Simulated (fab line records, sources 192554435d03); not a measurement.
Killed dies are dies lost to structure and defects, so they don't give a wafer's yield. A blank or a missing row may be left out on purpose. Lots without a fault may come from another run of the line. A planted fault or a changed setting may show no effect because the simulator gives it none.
Split-lot experiment | flow n5_finfet | 7 lots, 21 wafers read, on a route of 1938 steps

THE SPLIT
At N5_BEOL_M2_TRENCH_ETCH_37 (etches SiOC in C4F6/O2, target depth 55.555 nm, time 29.2 s), the setting bias_w was moved away from the recipe's 185 W on 7 of the 21 wafers read, by -17.9% to +17.2%. The other wafers ran this setting at the recipe's value.

FROM THE SPLIT TO THE READING: what the file shows between them, 2 steps
- N5_BEOL_M2_ETCH_41: etches SiCN in CH3F/O2, target depth 29.9 nm, time 52.5 s
- N5_BEOL_M2_STRIP_97: strips in N2/H2, time 10 s

THE READING
trench_depth_nm, in nm, at N5_BEOL_M2_OCD_MEAS_38. Fault-free wafers of this fab line usually give 55.6 nm, standard deviation 1.1 nm.

wafer  | tool, chamber at the split | bias_w as run, W | against the recipe | trench_depth_nm, nm | against lot-mates on the recipe
L081.1 | rie_diel-01, 0             | 185              | recipe             | 55.7                | -
L081.4 | rie_diel-01, 1             | 185              | recipe             | 56.1                | -
L081.5 | rie_diel-01, 3             | 205.2            | +10.9%             | 58.5                | +2.6
L083.1 | rie_diel-01, 0             | 185              | recipe             | 56.5                | -
L083.4 | rie_diel-01, 1             | 185              | recipe             | 55.3                | -
L083.5 | rie_diel-01, 0             | 185              | recipe             | 56.2                | -
L084.1 | rie_diel-06, 0             | 161.9            | -12.5%             | 53.1                | -2.6
L084.3 | rie_diel-06, 2             | 185              | recipe             | 56.2                | -
L084.6 | rie_diel-06, 0             | 185              | recipe             | 55.3                | -
L085.4 | rie_diel-06, 2             | 158.2            | -14.5%             | 52.2                | -2.8
L085.5 | rie_diel-06, 3             | 185              | recipe             | 54.7                | -
L085.6 | rie_diel-06, 2             | 185              | recipe             | 55.2                | -
L086.2 | rie_diel-06, 0             | 185              | recipe             | 56.4                | -
L086.4 | rie_diel-06, 2             | 151.9            | -17.9%             | 52.7                | -4.0
L086.6 | rie_diel-06, 3             | 185              | recipe             | 57.1                | -
L088.3 | rie_diel-01, 2             | 216.9            | +17.2%             | 58.7                | +2.5
L088.4 | rie_diel-01, 3             | 185              | recipe             | 56.4                | -
L088.5 | rie_diel-01, 1             | 185              | recipe             | 56.1                | -
L095.3 | rie_diel-02, 2             | 185              | recipe             | 56.0                | -
L095.4 | rie_diel-02, 3             | 164.4            | -11.1%             | 52.0                | -4.0
L095.6 | rie_diel-02, 0             | 164.4            | -11.1%             | 53.1                | -2.9

THE FIT
A straight line over all 21 wafers: trench_depth_nm changes by +0.217 nm for each +1% of bias_w; r = +0.93; the points scatter about the line by 0.69 nm.
The same after taking each lot's own level away (the mean of its wafers on the recipe; 21 wafers): +0.213 nm for each +1%; r = +0.95; scatter 0.56 nm.
On that fit, the largest move of bias_w shifts the reading by 3.8 nm.
The lots' own levels span 54.95 to 56.75 nm, that is 1.6 times the standard deviation above.
So the lot-to-lot level changes the slope little: the two slopes agree.
Check: with one of the wafers moved furthest among these (-17.9%) left out of the fit, the line predicts -3.92 nm for it against its lot-mates. It came out at -4.05 nm against them.
Tool readings at the split's step, against how far the setting was moved: rf_vpp_V r = +0.93.

OTHER SPLITS ON THESE WAFERS
These wafers also went through other splits before the reading. Each is held against what the fit with the lots' levels taken away leaves over:
other split on the same wafers           | wafers away from the commonest value | r with trench_depth_nm (lot level and that fit taken away)
N5_MOL_CONTACT_COAG_COAT_76 spin_rpm     | 8                                    | +0.42
N5_MOL_CONTACT_COAG_CVD_140 target_thk_a | 11                                   | +0.20
N5_BEOL_M1_HM_DEP_02 target_thk_a        | 9                                    | +0.09
N5_BEOL_M1_EXPOSE_08 dose_mj             | 11                                   | -0.01

THE WHOLE CHAIN: every reading that the file lists as answering this split, in the file's order
step                      | what it does                                                | reading                                                                   | change (the file's fit)               | r (the file's)
N5_BEOL_M2_TRENCH_ETCH_37 | etches SiOC in C4F6/O2, target depth 55.555 nm, time 29.2 s | rf_vpp_V                                                                  | +4.38 V for each +1% of the setting   | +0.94
N5_BEOL_M2_TRENCH_ETCH_37 | etches SiOC in C4F6/O2, target depth 55.555 nm, time 29.2 s | etch.depth_nm (the simulator's own value, which no gauge read)            | +0.221 nm for each +1% of the setting | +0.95
N5_BEOL_M2_TRENCH_ETCH_37 | etches SiOC in C4F6/O2, target depth 55.555 nm, time 29.2 s | BEOL_M2.feature_depth_nm (the simulator's own value, which no gauge read) | +0.22 nm for each +1% of the setting  | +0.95
N5_BEOL_M2_OCD_MEAS_38    |                                                             | trench_depth_nm                                                           | +0.206 nm for each +1% of the setting | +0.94

THE FILE'S OWN FIT
trench_depth_nm changes by +0.206 nm for each +1% of bias_w, r = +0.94.
